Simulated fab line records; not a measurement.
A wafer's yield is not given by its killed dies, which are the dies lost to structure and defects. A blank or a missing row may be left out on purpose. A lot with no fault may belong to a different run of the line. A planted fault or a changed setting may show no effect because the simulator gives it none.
fab line records	flow n5-finfet
record lots=10	wafers=30	last-day=17
route steps=1938 shown BEOL_M10@1504 PASSIVATION@1936
lots that met no fault: from a run of the same line without faults
start-h: the number of hours between the record's first day and the start of the first shown wafer of the lot	wait-h: time in hours since the lot's previous step	" the same as in the row above	L1.1+2: one row covering several wafers at once	- no value, or no start was given	* or withheld: withheld	< > ~ a bound
route shown NAME@n: NAME is a module with steps in the file, n the number in the route of the first one	usual: average and standard deviation across the fault-free wafers	same: alike in all rows	chamber/n: place in a boat	sites: the reading at each site	_std_site: the values' standard deviation	_edge_site: outer sites' mean less inner sites'	radius-mm: how far each site lies from the wafer's centre	mask NAME#n: copy n	behind: tool/chamber where the wafer was last shaped	hold: what put the lot on hold/how long, in hours/how the hold closed	device: which transistor (n, p or np) failed to switch	end of line: the same wafers' tests at the end of the route	step lacking rows: just its recipe	killed: not the wafer's yield, but the dies lost to structure and defects at the first sort	map: dies across one wafer; x = killed, . = not, _ = none there
set.NAME: the setting as run; set.NAME@STEP: as run at that earlier step	model.NAME: the simulator's own value behind a step, which no gauge read
one table for each step of the route and one row for each wafer, over a sample of lots
services: when a tool's chamber went out of use (start-h, in hours from the record's first day, below 0 if earlier), for how many hours, and the reason
## steps
# step N5_BEOL_M10_INSPECT_30
# recipe mode=adi	inspect-instrument=brightfield
# usual raw-defect-count=384/87
lot.wafer	tool	chamber	start-h	wait-h	raw-defect-count
L242.3	defect-inspect-02	-	206.59	0.0	327
L242.4	"	-	"	"	300
L242.5	"	-	"	"	434
L245.1	defect-inspect-01	-	221.97	0.0	790
L245.2	"	-	"	"	464
L245.5	"	-	"	"	543
L248.1	defect-inspect-02	-	237.28	0.0	293
L248.3	"	-	"	"	331
L248.5	"	-	"	"	242
L249.2	defect-inspect-02	-	264.83	0.0	379
L249.4	"	-	"	"	435
L249.6	"	-	"	"	587
L252.2	defect-inspect-02	-	274.69	0.0	395
L252.3	"	-	"	"	328
L252.6	"	-	"	"	317
L256.1	defect-inspect-02	-	303.34	0.0	281
L256.3	"	-	"	"	273
L256.6	"	-	"	"	331
L258.2	defect-inspect-01	-	313.53	0.0	343
L258.5	"	-	"	"	316
L258.6	"	-	"	"	405
L259.4	defect-inspect-01	-	313.70	0.0	308
L259.5	"	-	"	"	346
L259.6	"	-	"	"	378
L265.1	defect-inspect-02	-	352.55	0.0	289
L265.2	"	-	"	"	359
L265.6	"	-	"	"	248
L264.3	defect-inspect-01	-	355.62	0.0	350
L264.5	"	-	"	"	297
L264.6	"	-	"	"	340
# step N5_BEOL_M10_ETCH_66
# recipe chemistry=N2/H2	target=SOC	target-depth-a=1200	overetch-a=240	mask-material=SiARC	temp-c=40	time-s=180	ion-energy-ev=200	pressure-mtorr=30	source-w=840	bias-w=150	n2-flow-sccm=200	h2-flow-sccm=200
# usual drypump-motor-current-A=5.4/0.59	oes-product-au=0.67/0.062	rf-fwd-power-W=836.9/2.4	rf-vpp-V=522.8/2.3	showerhead-plenum-p-Torr=2.50/0.069	throttle-valve-pct=17.67/0.23
lot.wafer	tool	chamber	start-h	wait-h	drypump-motor-current-A	oes-product-au	rf-fwd-power-W	rf-hours-counter-h	rf-vpp-V	showerhead-plenum-p-Torr	throttle-valve-pct
L242.3	rie-diel-05	0	206.71	0.0	6.0	0.73	835.5	20	522.1	2.51	17.48
L242.4	"	1	"	"	6.4	0.61	838.1	181	520.3	2.45	18.03
L242.5	"	1	"	"	6.4	0.60	840.0	-	520.1	2.45	18.03
L245.1	rie-diel-05	1	222.40	0.0	6.4	0.60	836.1	186	520.8	2.45	18.04
L245.2	"	3	"	"	4.9	0.59	834.6	201	521.3	2.42	17.91
L245.5	"	3	"	"	4.9	0.59	840.2	-	520.5	2.42	17.89
L248.1	rie-diel-05	2	237.40	0.0	5.2	0.66	838.9	87	523.7	2.56	17.32
L248.3	"	3	"	"	4.9	0.58	836.4	207	521.5	2.42	17.91
L248.5	"	0	"	"	5.9	0.72	835.5	-	522.4	2.50	17.48
L249.2	rie-diel-05	0	264.94	0.0	5.9	0.70	834.2	42	522.0	2.50	17.52
L249.4	"	2	"	"	5.2	0.64	840.0	-	523.1	2.55	17.35
L249.6	"	3	"	"	4.9	0.57	834.2	-	521.1	2.41	17.94
L252.2	rie-diel-05	2	274.81	0.0	5.2	0.64	839.7	102	523.5	2.55	17.36
L252.3	"	0	"	"	6.0	0.69	837.1	46	521.4	2.50	17.50
L252.6	"	2	"	"	5.2	0.63	840.5	-	523.9	2.55	17.37
L256.1	rie-diel-01	2	303.64	0.0	6.3	0.72	834.3	29	523.1	2.49	17.67
L256.3	"	1	"	"	4.7	0.57	834.9	246	526.4	2.60	18.00
L256.6	"	1	"	"	4.7	0.57	836.5	-	526.8	2.60	18.00
L258.2	rie-diel-01	3	313.65	0.0	4.9	0.71	835.5	37	521.4	2.49	17.47
L258.5	"	3	"	"	4.9	0.71	836.4	-	523.8	2.49	17.46
L258.6	"	2	"	"	6.3	0.71	836.8	-	522.2	2.49	17.69
L259.4	rie-diel-04	1	314.16	0.1	5.4	0.69	838.5	-	527.1	2.69	17.70
L259.5	"	0	"	"	5.5	0.72	839.6	-	523.4	2.49	17.96
L259.6	"	2	"	"	5.3	0.55	839.4	-	519.8	2.42	17.85
L265.1	rie-diel-01	3	352.74	0.0	4.9	0.69	832.9	53	522.3	2.49	17.51
L265.2	"	1	"	"	4.7	0.78	836.2	6	526.2	2.60	17.53
L265.6	"	3	"	"	4.9	0.70	837.7	-	522.1	2.49	17.50
L264.3	rie-diel-01	2	355.74	0.0	6.3	0.69	833.8	49	521.8	2.49	17.70
L264.5	"	3	"	"	4.9	0.69	832.0	-	521.2	2.49	17.51
L264.6	"	0	"	"	4.9	0.67	832.8	-	521.4	2.44	17.57
# step N5_BEOL_M10_HM_STRIP_39
# recipe chemistry=peroxide-tin-strip	material=TiN	target-depth-a=250	temp-c=50	time-s=158
# usual bath-guard-temp-C=49.9/0.4	bath-heat-duty-pct=7.0/0.75
lot.wafer	tool	chamber	start-h	wait-h	bath-guard-temp-C	bath-heat-duty-pct
L242.3	wet-bench-06	6	207.15	0.0	49.7	6.5
L242.4	"	3	"	"	50.3	8.6
L242.5	"	4	"	"	49.8	8.3
L245.1	wet-bench-06	0	222.84	0.0	49.6	7.3
L245.2	"	3	"	"	50.1	7.3
L245.5	"	2	"	"	49.5	5.4
L248.1	wet-bench-04	2	237.84	0.0	49.5	7.4
L248.3	"	1	"	"	49.9	7.8
L248.5	"	0	"	"	49.8	7.0
L249.2	wet-bench-05	3	265.39	0.0	50.4	7.0
L249.4	"	6	"	"	50.0	6.7
L249.6	"	7	"	"	49.9	6.1
L252.2	wet-bench-04	4	275.29	0.1	50.0	6.4
L252.3	"	6	"	"	50.8	6.9
L252.6	"	3	"	"	50.2	8.1
L256.1	wet-bench-06	1	304.08	0.0	-	-
L256.3	"	7	"	"	-	-
L256.6	"	0	"	"	-	-
L258.2	wet-bench-05	6	314.09	0.0	-	-
L258.5	"	0	"	"	-	-
L258.6	"	5	"	"	-	-
L259.4	wet-bench-04	2	314.54	0.0	-	-
L259.5	"	0	"	"	-	-
L259.6	"	7	"	"	-	-
L265.1	wet-bench-05	0	353.18	0.0	49.4	7.1
L265.2	"	5	"	"	50.2	6.5
L265.6	"	7	"	"	49.9	6.6
L264.3	wet-bench-05	0	356.20	0.1	49.7	7.1
L264.5	"	3	"	"	50.4	7.2
L264.6	"	4	"	"	49.2	7.2
# step N5_BEOL_M10_DEGAS_44
# recipe ambient=vacuum	temp-c=250	time-s=60
# usual heater-power-w=323/25
lot.wafer	tool	chamber	start-h	wait-h	heater-power-w
L242.3	pvd-sputter-02	-	207.65	0.2	334
L242.4	"	-	"	"	353
L242.5	"	-	"	"	345
L245.1	pvd-sputter-03	-	225.23	2.0	328
L245.2	"	-	"	"	324
L245.5	"	-	"	"	316
L248.1	pvd-sputter-03	-	238.33	0.3	285
L248.3	"	-	"	"	318
L248.5	"	-	"	"	325
L249.2	pvd-sputter-03	-	266.26	0.6	313
L249.4	"	-	"	"	321
L249.6	"	-	"	"	288
L252.2	pvd-sputter-01	-	276.00	0.4	351
L252.3	"	-	"	"	303
L252.6	"	-	"	"	319
L256.1	pvd-sputter-03	-	304.59	0.3	318
L256.3	"	-	"	"	317
L256.6	"	-	"	"	323
L258.2	pvd-sputter-02	-	314.65	0.3	338
L258.5	"	-	"	"	312
L258.6	"	-	"	"	347
L259.4	pvd-sputter-02	-	315.55	0.5	347
L259.5	"	-	"	"	285
L259.6	"	-	"	"	316
L265.1	pvd-sputter-02	-	355.65	2.3	348
L265.2	"	-	"	"	333
L265.6	"	-	"	"	348
L264.3	pvd-sputter-02	-	357.19	0.7	327
L264.5	"	-	"	"	329
L264.6	"	-	"	"	337
# step N5_BEOL_M10_CMP_52
# recipe stop-on=SiCOH_lowk	t-overpolish-s=7	down-force-psi=1	platen-rpm=50	clearing-platen-down-force-psi=1.5	clearing-platen-rpm=50	post-cmp-clean=cu-alkaline	target-thk-nm=140	clearing-platen-pad-velocity-m-s=0.99484	pad-velocity-m-s=0.99484
# usual barrier-field-endpoint-s=29.0/0.94	motor-current-A=6.1/0.53	platen-rpm=50.00/0.034
lot.wafer	tool	chamber	start-h	wait-h	barrier-field-endpoint-s	motor-current-A	platen-rpm
L242.3	cmp-01	0	209.61	0.2	27.6	5.9	50.05
L242.4	"	2	"	"	28.9	5.0	50.02
L242.5	"	0	"	"	28.0	6.1	49.98
L245.1	cmp-03	3	226.54	0.3	28.8	5.5	49.96
L245.2	"	1	"	"	28.3	6.9	49.99
L245.5	"	3	"	"	29.6	6.0	49.96
L248.3	cmp-02	3	239.72	0.2	28.8	5.9	50.01
L248.1	"	0	"	"	28.5	6.4	50.01
L248.5	"	3	"	"	29.0	5.9	49.99
L249.2	cmp-02	3	267.49	0.2	28.8	5.8	50.00
L249.4	"	1	"	"	30.1	6.3	50.05
L249.6	"	3	"	"	28.8	5.8	50.03
L252.2	cmp-03	1	277.63	0.2	28.5	7.0	49.99
L252.3	"	0	"	"	29.4	6.5	50.02
L252.6	"	1	"	"	28.7	7.5	50.03
L256.3	cmp-02	0	306.58	0.2	35.9	6.1	50.02
L256.1	"	1	"	"	36.5	6.8	50.01
L256.6	"	3	"	"	35.2	5.9	49.94
L258.2	cmp-03	1	315.90	0.2	34.3	6.8	49.95
L258.6	"	0	"	"	36.0	6.4	50.04
L258.5	"	1	"	"	35.5	6.9	49.97
L259.4	cmp-03	0	317.51	0.1	36.0	6.1	49.97
L259.5	"	0	"	"	36.1	6.1	50.05
L259.6	"	1	"	"	35.9	7.0	50.03
L265.2	cmp-02	0	356.98	0.3	28.4	6.5	49.97
L265.1	"	2	"	"	28.7	5.6	49.94
L265.6	"	0	"	"	29.2	6.5	50.01
L264.3	cmp-01	3	358.53	0.2	29.9	5.8	49.96
L264.6	"	3	"	"	29.9	6.1	50.00
L264.5	"	0	"	"	28.6	6.1	50.02
# step N5_PASSIVATION_PROBE_49
# usual defect-limited-yield=91.1/1.5	killed_at_M0_to_M3=35/11	killed_at_M4_up=13/5.7	killed-at-contacts=12/5.7	killed-at-front-end=40/11	killed-at-other=4/4.4	killed-dies=105/18	killed-open=68/14	killed-short=34/7.4	sort_bin_5_function=5.2/1	sort_bin_6_memory=3.3/0.67	sort_bin_8_speed=0.04/0.29	sort-n-pass=1074/18	sort-yield-pct=91.0/1.5
# same gross-dies=1180	killed-at-back-side=0	sort_bin_4_leakage[%]=0
lot.wafer	tool	chamber	start-h	wait-h	defect-limited-yield[%]	killed_at_M0_to_M3	killed_at_M4_up	killed-at-contacts	killed-at-front-end	killed-at-other	killed-dies	killed-open	killed-short	sort_bin_5_function[%]	sort_bin_6_memory[%]	sort_bin_8_speed[%]	sort-n-pass	sort-yield-pct[%]
L242.3	prober-02	-	261.83	0.9	89.1	36	10	12	48	23	129	71	46	6.8	3.3	0	1051	89.1
L242.4	prober-02	-	261.88	0.9	91.7	32	14	2	40	10	98	61	32	4.2	3.6	0	1082	91.7
L242.5	prober-02	-	261.93	1.0	89.7	52	26	10	29	5	122	84	37	6.1	3.9	0	1058	89.7
L245.1	prober-01	-	268.74	0.0	89.3	28	18	16	57	7	126	86	39	6.4	4.2	0	1054	89.3
L245.2	prober-01	-	268.79	0.1	89.6	54	24	8	36	1	123	87	36	6.1	4.2	0	1057	89.6
L245.5	prober-01	-	268.94	0.2	89.8	42	13	9	54	2	120	83	36	6.6	3.0	0	1060	89.8
L248.1	prober-01	-	291.32	0.0	91.9	39	10	14	20	12	95	57	37	4.9	2.7	0.08	1084	91.9
L248.3	prober-01	-	291.42	0.1	89.5	31	26	16	45	6	124	84	39	6.2	4.0	0	1056	89.5
L248.5	prober-01	-	291.52	0.2	89.8	37	21	18	37	7	120	85	29	5.9	3.9	0	1060	89.8
L249.2	prober-01	-	313.18	0.1	89.6	40	11	16	55	1	123	84	31	6.1	3.5	0	1057	89.6
L249.4	prober-01	-	313.28	0.2	90.4	31	21	8	51	2	113	82	29	6.2	2.9	0	1067	90.4
L249.6	prober-01	-	313.38	0.3	90.3	47	6	5	53	3	114	58	51	5.3	3.8	0	1066	90.3
L252.2	prober-01	-	320.56	0.1	91.4	30	9	13	48	2	102	72	28	5.7	2.8	0	1078	91.4
L252.3	prober-01	-	320.61	0.1	91.2	26	10	5	62	1	104	77	26	4.8	3.5	0	1076	91.2
L252.6	prober-01	-	320.76	0.3	92.9	28	11	10	35	0	84	63	20	4.2	2.6	0	1096	92.9
L256.1	prober-02	-	356.17	0.0	90.5	34	17	10	50	1	112	76	34	6.4	2.8	0	1068	90.5
L256.3	prober-02	-	356.27	0.1	89.8	51	17	6	43	3	120	75	42	5.6	4.2	0	1060	89.8
L256.6	prober-02	-	356.42	0.3	91.3	41	7	15	34	6	103	66	37	4.9	3.2	0	1077	91.3
L259.4	prober-02	-	363.79	0.6	91.8	39	6	7	30	15	97	51	34	5.3	2.2	1.36	1067	90.4
L259.5	prober-02	-	363.84	0.7	92.9	30	4	18	30	2	84	55	27	3.7	3.0	0	1096	92.9
L259.6	prober-02	-	363.89	0.7	87.6	49	11	8	37	41	146	57	45	8.5	3.3	0	1034	87.6
L258.2	prober-02	-	367.64	0.1	90.4	25	16	11	55	6	113	70	34	5.8	2.7	0	1067	90.4
L258.5	prober-02	-	367.79	0.2	89.6	34	13	9	67	0	123	73	41	5.4	3.9	0	1057	89.6
L258.6	prober-02	-	367.84	0.3	92.3	27	10	22	32	0	91	57	34	4.2	3.1	0	1089	92.3
L264.3	prober-01	-	401.60	0.1	91.9	37	14	5	35	5	96	59	37	5.0	2.9	0.42	1079	91.4
L264.5	prober-01	-	401.70	0.2	92.7	45	1	12	24	4	86	48	38	3.7	3.1	0	1094	92.7
L264.6	prober-01	-	401.75	0.3	91.0	35	14	7	46	4	106	64	41	5.2	3.4	0	1074	91.0
L265.1	prober-02	-	405.36	0.0	91.3	26	10	12	49	6	103	61	31	4.7	3.1	0	1077	91.3
L265.2	prober-02	-	405.41	0.1	92.5	41	5	16	27	0	89	68	21	4.5	3.0	0	1091	92.5
L265.6	prober-02	-	405.61	0.3	90.4	32	9	21	47	4	113	68	39	4.8	4.1	0	1067	90.4
# killed by level:class
L242.3 GATE_CUT:geometric-particle:short=7 BEOL_M0_SAQP:geometric-particle:open=7 BEOL_M1:geometric-particle:short=7 HKMG_FIN:area-etch=7 FIN_SAQP:geometric-particle:open=6 DUMMY_GATE:geometric-particle:open=6 BEOL_M2:geometric-particle:open=6 GATE_CUT:geometric-particle:open=6
L242.4 FIN_SAQP:geometric-particle:open=16 FIN_SAQP:geometric-particle:short=8 BEOL_M3:geometric-particle:open=8 BEOL_M0_SAQP:geometric-particle:open=5 BEOL_M4:geometric-particle:open=5 DUMMY_GATE:geometric-particle:open=4 BEOL_M0_SAQP:geometric-particle:short=4 BEOL_M0:geometric-particle:open=4
L242.5 BEOL_M3:geometric-particle:open=14 BEOL_M5:geometric-particle:open=11 BEOL_M0_SAQP:geometric-particle:open=10 MOL_CONTACT_COAG:geometric-particle:open=8 BEOL_M1:geometric-particle:short=8 FIN_SAQP:geometric-particle:open=5 STI_FIN_REVEAL:geometric-particle:open=5 BEOL_M1:geometric-particle:open=5
L245.1 STI_FIN_REVEAL:geometric-particle:open=23 FIN_SAQP:geometric-particle:open=11 BEOL_M0_SAQP:geometric-particle:open=11 MOL_CONTACT_COAG:geometric-particle:open=9 BEOL_M4:geometric-particle:open=9 MOL_CONTACT_COAG:geometric-particle:short=7 BEOL_M0_SAQP:geometric-particle:short=6 STI_FIN_REVEAL:geometric-particle:short=5
L245.2 BEOL_M4:geometric-particle:open=14 FIN_SAQP:geometric-particle:open=11 BEOL_M0_SAQP:geometric-particle:short=11 BEOL_M1:geometric-particle:open=10 BEOL_M3:geometric-particle:open=10 BEOL_M0_SAQP:geometric-particle:open=9 STI_FIN_REVEAL:geometric-particle:open=7 MOL_CONTACT_COAG:geometric-particle:open=7
L245.5 BEOL_M3:geometric-particle:open=19 FIN_SAQP:geometric-particle:open=18 STI_FIN_REVEAL:geometric-particle:open=7 BEOL_M4:geometric-particle:open=6 MOL_CONTACT_COAG:geometric-particle:open=6 BEOL_M1:geometric-particle:open=6 STI_FIN_REVEAL:geometric-particle:short=5 GATE_CUT:geometric-particle:short=5
L248.1 BEOL_M0_SAQP:geometric-particle:short=12 MOL_CONTACT_COAG:geometric-particle:open=11 BEOL_M0_SAQP:geometric-particle:open=9 BEOL_M1:geometric-particle:open=8 STI_FIN_REVEAL:geometric-particle:open=5 PASS1_CAP:geometric-particle:short=3 DUMMY_GATE:geometric-particle:open=3 MOL_CONTACT_COAG:geometric-particle:short=3
L248.3 DUMMY_GATE:geometric-particle:open=10 MOL_CONTACT_COAG:geometric-particle:open=10 BEOL_M4:geometric-particle:open=10 FIN_SAQP:geometric-particle:open=7 BEOL_M3:geometric-particle:open=7 BEOL_M8:geometric-particle:open=7 FIN_SAQP:geometric-particle:short=6 STARTING-WAFER:geometric-particle:open=6
L248.5 MOL_CONTACT_COAG:geometric-particle:open=16 BEOL_M3:geometric-particle:open=10 BEOL_M1:geometric-particle:open=9 BEOL_M4:geometric-particle:open=9 FIN_SAQP:geometric-particle:open=4 DUMMY_GATE:geometric-particle:open=4 BEOL_M0_SAQP:geometric-particle:short=4 STARTING-WAFER:geometric-particle:open=4
L249.2 MOL_CONTACT_COAG:geometric-particle:open=16 FIN_SAQP:geometric-particle:open=14 STI_FIN_REVEAL:geometric-particle:open=11 BEOL_M3:geometric-particle:open=10 BEOL_M0_SAQP:geometric-particle:open=10 BEOL_M0_SAQP:geometric-particle:short=6 HKMG_FIN:area-etch=6 GATE_CUT:geometric-particle:open=5
L249.4 FIN_SAQP:geometric-particle:open=14 BEOL_M4:geometric-particle:open=10 BEOL_M3:geometric-particle:open=9 STI_FIN_REVEAL:geometric-particle:open=8 BEOL_M2:geometric-particle:open=7 FIN_SAQP:geometric-particle:short=6 STARTING-WAFER:geometric-particle:open=6 MOL_CONTACT_COAG:geometric-particle:open=5
L249.6 FIN_SAQP:geometric-particle:short=19 BEOL_M0_SAQP:geometric-particle:short=8 BEOL_M0_SAQP:geometric-particle:open=8 BEOL_M3:geometric-particle:open=8 BEOL_M1:geometric-particle:open=7 FIN_SAQP:geometric-particle:open=7 DUMMY_GATE:geometric-particle:open=4 GATE_CUT:geometric-particle:short=4
L252.2 STI_FIN_REVEAL:geometric-particle:open=22 MOL_CONTACT_COAG:geometric-particle:open=11 BEOL_M0_SAQP:geometric-particle:short=8 BEOL_M0_SAQP:geometric-particle:open=6 BEOL_M1:geometric-particle:open=6 DUMMY_GATE:geometric-particle:open=5 BEOL_M2:geometric-particle:open=5 FIN_SAQP:geometric-particle:open=4
L252.3 STI_FIN_REVEAL:geometric-particle:open=31 FIN_SAQP:geometric-particle:open=11 STI_FIN_REVEAL:geometric-particle:short=7 BEOL_M0_SAQP:geometric-particle:short=7 BEOL_M0_SAQP:geometric-particle:open=5 BEOL_M1:geometric-particle:open=5 DUMMY_GATE:geometric-particle:open=4 FIN_CUT:geometric-particle:short=3
L252.6 STI_FIN_REVEAL:geometric-particle:open=10 MOL_CONTACT_COAG:geometric-particle:open=9 BEOL_M2:geometric-particle:open=9 BEOL_M0_SAQP:geometric-particle:short=8 DUMMY_GATE:geometric-particle:open=7 BEOL_M0_SAQP:geometric-particle:open=6 BEOL_M5:geometric-particle:open=4 STARTING-WAFER:geometric-particle:open=4
L256.1 FIN_SAQP:geometric-particle:open=13 MOL_CONTACT_COAG:geometric-particle:open=9 FIN_SAQP:geometric-particle:short=8 STI_FIN_REVEAL:geometric-particle:open=8 BEOL_M3:geometric-particle:open=7 BEOL_M4:geometric-particle:open=7 ILD0:geometric-particle:short=6 BEOL_M0_SAQP:geometric-particle:short=6
L256.3 BEOL_M0_SAQP:geometric-particle:short=13 BEOL_M0_SAQP:geometric-particle:open=12 FIN_SAQP:geometric-particle:open=10 BEOL_M1:geometric-particle:open=10 BEOL_M4:geometric-particle:open=10 GATE_CUT:geometric-particle:short=9 BEOL_M2:geometric-particle:open=7 DUMMY_GATE:geometric-particle:open=6
L256.6 FIN_SAQP:geometric-particle:open=19 MOL_CONTACT_COAG:geometric-particle:open=11 BEOL_M3:geometric-particle:open=10 BEOL_M0_SAQP:geometric-particle:short=7 BEOL_M2:geometric-particle:open=7 BEOL_M0_SAQP:geometric-particle:open=6 FIN_SAQP:geometric-particle:short=5 BEOL_M0:geometric-particle:open=5
L259.4 BEOL_M0_SAQP:geometric-particle:short=9 BEOL_M0_SAQP:geometric-particle:open=9 BEOL_M1:geometric-particle:open=7 MOL_CONTACT_COAG:geometric-particle:open=6 BEOL_M2:geometric-particle:open=6 FIN_SAQP:geometric-particle:short=5 MIM_TOP_ETCH:area-etch=5 HKMG_FIN:area-etch=5
L259.5 MOL_CONTACT_COAG:geometric-particle:open=15 DUMMY_GATE:geometric-particle:open=8 BEOL_M0_SAQP:geometric-particle:open=7 BEOL_M0_SAQP:geometric-particle:short=6 BEOL_M1:geometric-particle:open=6 GATE_CUT:geometric-particle:short=5 STI_FIN_REVEAL:geometric-particle:open=4 BEOL_M1:geometric-particle:short=4
L259.6 PASSIVATION:area-etch=32 BEOL_M0_SAQP:geometric-particle:short=19 BEOL_M0_SAQP:geometric-particle:open=16 BEOL_M2:geometric-particle:open=7 MOL_CONTACT_COAG:geometric-particle:open=7 HKMG_FIN:area-etch=5 STI_FIN_REVEAL:geometric-particle:open=4 STARTING-WAFER:geometric-particle:short=4
L258.2 FIN_SAQP:geometric-particle:open=13 BEOL_M4:geometric-particle:open=11 HKMG_FIN:area-etch=9 FIN_SAQP:geometric-particle:short=8 MOL_CONTACT_COAG:geometric-particle:open=8 BEOL_M1:geometric-particle:open=7 STI_FIN_REVEAL:geometric-particle:open=5 ILD0:geometric-particle:open=5
L258.5 FIN_SAQP:geometric-particle:short=14 BEOL_M1:geometric-particle:open=13 FIN_SAQP:geometric-particle:open=12 HKMG_FIN:area-etch=9 GATE_CUT:geometric-particle:short=8 STI_FIN_REVEAL:geometric-particle:open=7 MOL_CONTACT_COAG:geometric-particle:open=7 BEOL_M4:geometric-particle:open=7
L258.6 FIN_SAQP:geometric-particle:short=18 MOL_CONTACT_COAG:geometric-particle:open=17 BEOL_M1:geometric-particle:open=8 FIN_SAQP:geometric-particle:open=7 BEOL_M0_SAQP:geometric-particle:open=6 MOL_CONTACT_COAG:geometric-particle:short=5 BEOL_M0_SAQP:geometric-particle:short=4 BEOL_M4:geometric-particle:open=4
L264.3 STI_FIN_REVEAL:geometric-particle:open=8 BEOL_M0_SAQP:geometric-particle:short=7 BEOL_M1:geometric-particle:open=6 DUMMY_GATE:geometric-particle:open=6 GATE_CUT:geometric-particle:open=5 BEOL_M0:geometric-particle:short=5 BEOL_M2:geometric-particle:open=5 GATE_CUT:geometric-particle:short=4
L264.5 MOL_CONTACT_COAG:geometric-particle:open=11 BEOL_M0:geometric-particle:short=10 BEOL_M0_SAQP:geometric-particle:short=7 BEOL_M2:geometric-particle:short=7 BEOL_M3:geometric-particle:open=7 DUMMY_GATE:geometric-particle:open=6 FIN_SAQP:geometric-particle:short=4 STI_FIN_REVEAL:geometric-particle:open=4
L264.6 STI_FIN_REVEAL:geometric-particle:open=13 BEOL_M1:geometric-particle:open=10 STARTING-WAFER:geometric-particle:short=7 FIN_SAQP:geometric-particle:open=6 MOL_CONTACT_COAG:geometric-particle:open=6 BEOL_M0_SAQP:geometric-particle:short=6 BEOL_M0_SAQP:geometric-particle:open=5 BEOL_M3:geometric-particle:open=5
L265.1 BEOL_M3:geometric-particle:open=13 STI_FIN_REVEAL:geometric-particle:open=12 FIN_SAQP:geometric-particle:open=8 FIN_SAQP:geometric-particle:short=8 MOL_CONTACT_COAG:geometric-particle:open=8 HKMG_FIN:area-etch=8 BEOL_M2:geometric-particle:open=5 GATE_CUT:geometric-particle:short=4
L265.2 BEOL_M3:geometric-particle:open=17 MOL_CONTACT_COAG:geometric-particle:open=10 FIN_SAQP:geometric-particle:open=8 MOL_CONTACT_COAG:geometric-particle:short=6 BEOL_M1:geometric-particle:open=6 STI_FIN_REVEAL:geometric-particle:open=5 BEOL_M2:geometric-particle:open=5 BEOL_M3:geometric-particle:short=5
L265.6 MOL_CONTACT_COAG:geometric-particle:open=14 BEOL_M3:geometric-particle:open=11 FIN_SAQP:geometric-particle:open=7 MOL_CONTACT_COAG:geometric-particle:short=7 BEOL_M2:geometric-particle:open=7 GATE_CUT:geometric-particle:short=6 GATE_CUT:geometric-particle:open=6 BEOL_M1:geometric-particle:open=6
## services
tool	chamber	start-h	hours	kind
cmp-02	-	197.12	0.2	repair
rie-diel-01	3	197.18	-	clean
rie-diel-01	3	197.18	-	consumable-replace:focus-ring
rie-diel-01	3	197.18	15.6	scheduled-down
cmp-03	-	200.52	4.0	pm
cmp-01	-	229.82	3.5	repair
cmp-02	-	230.18	2.6	repair
rie-diel-04	-	240.99	2.6	repair
cmp-03	-	246.74	0.4	repair
rie-diel-05	1	254.24	8.0	repair
cmp-01	-	255.89	0.7	repair
rie-diel-01	0	269.87	1.4	repair
cmp-02	-	277.69	4.0	pm
rie-diel-05	-	282.41	10.9	repair
cmp-02	-	286.86	1.4	repair
rie-diel-05	2	299.44	23.6	repair
cmp-01	-	300.42	4.0	pm
cmp-01	-	316.25	4.7	pm
rie-diel-05	1	319.97	6.9	repair
rie-diel-04	2	320.59	4.6	repair
cmp-03	-	322.94	0.5	repair
cmp-02	-	329.99	1.7	repair
rie-diel-01	1	350.04	2.2	repair
wet-bench-04	-	355.03	1.3	repair
## key
first-sign step=N5_BEOL_M10_HM_STRIP_39	reading=tool-record	direction=missing
effect step=N5_BEOL_M10_CMP_52	reading=barrier-field-endpoint-s	direction=up	sigmas=7.2	usual=29.0	struck=35.7
met-at N5_BEOL_M10_HM_STRIP_39
struck-lots L256,L258,L259
baseline-loss step=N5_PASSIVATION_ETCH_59	wafers=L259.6
not-acting-at N5_BEOL_M10_INSPECT_30,N5_BEOL_M10_ETCH_66,N5_BEOL_M10_DEGAS_44
onset-between 275.29 304.08
fault kind=skipped-step-whole	tool=wet-bench-04,wet-bench-05,wet-bench-06	chamber=-	onset-h=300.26	steps=N5_BEOL_M10_HM_STRIP_39	scope=struck-lots-only
# baseline-loss: these wafers lose ten dies or more at that step, a loss of the line's own and not of a fault; the sort's usual values leave them out
